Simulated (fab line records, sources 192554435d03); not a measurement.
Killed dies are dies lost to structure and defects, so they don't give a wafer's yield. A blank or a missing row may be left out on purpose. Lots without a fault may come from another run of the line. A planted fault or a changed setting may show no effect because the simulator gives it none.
Chamber matching | flow n5_finfet | N5_BEOL_M0_SAQP_PECVD_04 on pecvd-02: 3 sister chambers
The step deposits a-Si from SiH4/He, target thk 60 nm, time 60.2 s. 3 wafers are shown with their chamber, then 7 later ones without.

WAFERS WITH THEIR CHAMBER
wafer  | chamber | showerhead_plenum_p_Torr (Torr)
L079.5 | 0       | 5.71
L086.1 | 2       | 5.65
L086.2 | 1       | 5.57

WAFERS WITHOUT THEIR CHAMBER
wafer  | showerhead_plenum_p_Torr (Torr)
L086.5 | 5.66
L089.1 | 5.72
L089.2 | 5.66
L089.4 | 5.57
L097.2 | 5.70
L097.3 | 5.67
L097.4 | 5.58

WHICH CHAMBER EACH WENT THROUGH
wafer  | from the rows above     | in truth
L086.5 | 2                       | 2
L089.1 | 0                       | 0
L089.2 | 2                       | 2
L089.4 | 1                       | 1
L097.2 | 0                       | 0
L097.3 | can't be placed: 2 or 0 | 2
L097.4 | 1                       | 1
Placed correctly: 6 of 7. Can't be placed from these rows: 1 (the true chamber is among the candidates in 1). Placed wrongly: 0.
How it was worked out, from the rows above alone: a wafer's distance from a chamber is the root of the sum, over the readings, of the square of ((its reading less the chamber's mean) divided by the reading's scatter). The wafer belongs to the nearest chamber; if the next one is less than 2 further off, it can't be placed. A chamber's mean is the mean of its shown wafers. The scatter: with one shown wafer a chamber, the root of the mean of the squares of how far each hidden wafer lies from its nearest shown one.
